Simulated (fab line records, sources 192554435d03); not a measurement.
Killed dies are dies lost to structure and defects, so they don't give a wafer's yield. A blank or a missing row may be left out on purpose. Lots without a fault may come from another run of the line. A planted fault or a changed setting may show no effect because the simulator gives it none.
A struck lot beside a sound one | flow n5_finfet | 19 steps out of a route of 1938
Sound: wafers L591.1, L591.4, L591.6. Struck: wafers L605.2, L605.3, L605.5. The cause comes at the end.
At each step with rows: each side's tool, then ch and its chambers, then its first start. Under that, the readings that differ: sound wafers | struck wafers | difference of the means | sigmas: that difference in standard deviations of wafers without a fault.
alike: readings whose means differ by less than 2 such deviations, and words and numbers that are the same on both sides. not compared: withheld readings, readings that some wafer has no value for, bounds like >300 that may hide the same value, and numbers for which the record gives no deviation and whose values overlap.
The two part at a step that has a row with sigmas, a row that says differs or no value, or rows on one side only. Numbers that don't overlap but have no deviation are shown without sigmas and don't part them. A reading that every wafer of one side lacks parts them only if that side has two wafers or more.

first, 9 steps without rows for these wafers: N5_SDB_EBR_07; N5_SDB_SOFTBAKE_06 (time 60 s); N5_SDB_EXPOSE_08 (exposes mask SDB); N5_SDB_PEB_09 (peb time 60 s); N5_SDB_DEVELOP_10 (develop time 30 s); N5_SDB_DESCUM_16 (chemistry O2, time 7.9 s); N5_SDB_ETCH_17 (etches SiARC in CF4, target depth 23.4 nm, time 39 s); N5_SDB_ETCH_18 (etches SOC in N2/H2, target depth 100 nm, overetch 20 nm, time 150 s); N5_SDB_STRIP_19 (strips in N2/H2).
N5_SDB_STRIP_21: strips in CF4.
  sound on rie_diel-06 ch 0,1,3, day 4 09:11; struck on rie_diel-04 ch 0,2, day 7 19:40
  no value came back on the struck wafers for any of 7 readings (bias_power_w (W), cf4_flow_sccm (sccm) and others); on the sound wafers bias_power_w (W) reads 75.41 74.67 74.97
  reading                                | sound | struck         | difference | sigmas
  model.SiARC_of_SDB_COAT_04.thk_nm (nm) | 0 0 0 | 12.8 12.8 12.8 | +12.8      |
  not compared: rf_hours_counter_h
then, 1 step without rows for these wafers: N5_SDB_HM_OPEN_20 (chemistry CH3F/O2, target SiNx, stops on poly-Si, target depth 24 nm).
N5_SDB_STRIP_22: strips in N2/H2.
  sound on plasma_asher-01 ch 0,1, day 4 09:23; struck on plasma_asher-02 ch 0,1, day 7 19:46
  reading                              | sound             | struck            | difference                    | sigmas
  oes_product_au (a.u.)                | 0.714 0.707 0.711 | - - -             | no value on the struck wafers |
  strip_time_to_endpoint_s (s)         | 96.8 96.5 96.8    | 182.5 181.4 181.7 | +85.2                         | +99 or more
  model.SOC_of_SDB_COAT_03.thk_nm (nm) | 0 0 0             | 85.2 84.6 84.8    | +84.9                         |
  alike: drypump_motor_current_A, h2_flow_sccm, heater_power_w
  not compared: rf_hours_counter_h
then, 2 steps without rows for these wafers: N5_SDB_PRECLEAN_23 (cleans in dHF, time 30 s); N5_SDB_DUMMY_REMOVE_24 (chemistry TMAH, target poly-Si, stops on SiO2, target depth 142 nm, time 57 s, rinse time 30 s).
N5_SDB_ETCH_25: etches SiO2 in C4F6/O2, target depth 10 nm, time 3.3 s.
  sound on rie_diel-04 ch 0,2,3, day 4 09:36; struck on rie_diel-05 ch 0,1,2, day 7 19:59
  reading                                | sound | struck      | difference | sigmas
  model.SiARC_of_SDB_COAT_04.thk_nm (nm) | 0 0 0 | 5.8 5.6 5.4 | +5.6       |
  alike: drypump_motor_current_A, oes_product_au, rf_vpp_V, showerhead_plenum_p_Torr, throttle_valve_pct
  not compared: rf_hours_counter_h
N5_SDB_CUT_ETCH_26: etches Si in HBr/Cl2/O2, target depth 129.6 nm, bt time 20 s, time 51.8 s.
  sound on rie_si-03 ch 0,2, day 4 09:41; struck on rie_si-06 ch 2,3, day 7 20:04
  reading                              | sound             | struck            | difference | sigmas
  oes_product_au (a.u.)                | 0.996 1.026 1.025 | 0.990 0.974 0.964 | -0.040     | -2
  model.SOC_of_SDB_COAT_03.thk_nm (nm) | 0 0 0             | 66.8 65.8 65.4    | +66.0      |
  alike: drypump_motor_current_A, throttle_valve_pct
  not compared: rf_hours_counter_h
then, 1 step without rows for these wafers: N5_SDB_PRECLEAN_38 (cleans in dHF, time 10 s).
N5_BEOL_M4_RC_MEAS_101:
  the record has rows for the sound wafers here (prober-02 ch 0, day 8 16:49) and none for the struck ones
-- the record jumps here: 9 days lie between the struck wafers' starts before and after (it left off in module BEOL_M4 and takes up again in module PASSIVATION, whose first step shown is number 1936 of the route) --
N5_PASSIVATION_PROBE_49:
  sound on prober-01, day 13 04:19; struck on prober-01, day 16 14:50
  reading                  | sound          | struck         | difference | sigmas
  defect_limited_yield (%) | 90.4 91.2 90.2 | 0 0 0          | -91        | -76
  killed_at_front_end      | 35 36 44       | 1098 1098 1104 | +1062      | +99 or more
  killed_dies              | 113 104 116    | 1180 1180 1180 | +1069      | +71
  killed_on_rim            | 9 18 18        | 152 152 152    | +137       | +38
  sort_bin_5_function (%)  | 5.5 4.7 5.8    | 96.6 96.2 96.1 | +91.0      | +99 or more
  sort_bin_8_speed (%)     | 0 0 0.51       | 0 0 0          | +0         | -3
  sort_n_pass              | 1067 1076 1058 | 0 0 0          | -1067      | -71
  sort_yield_pct (%)       | 90.4 91.2 89.7 | 0 0 0          | -90        | -75
  alike: killed_at_M0_to_M3, killed_at_M4_up, killed_at_contacts, killed_at_other, killed_open, killed_short, sort_bin_6_memory

WHERE THEY PART
First at N5_SDB_STRIP_21; last, within this record, at N5_PASSIVATION_PROBE_49.

WHY: what the simulator had put in
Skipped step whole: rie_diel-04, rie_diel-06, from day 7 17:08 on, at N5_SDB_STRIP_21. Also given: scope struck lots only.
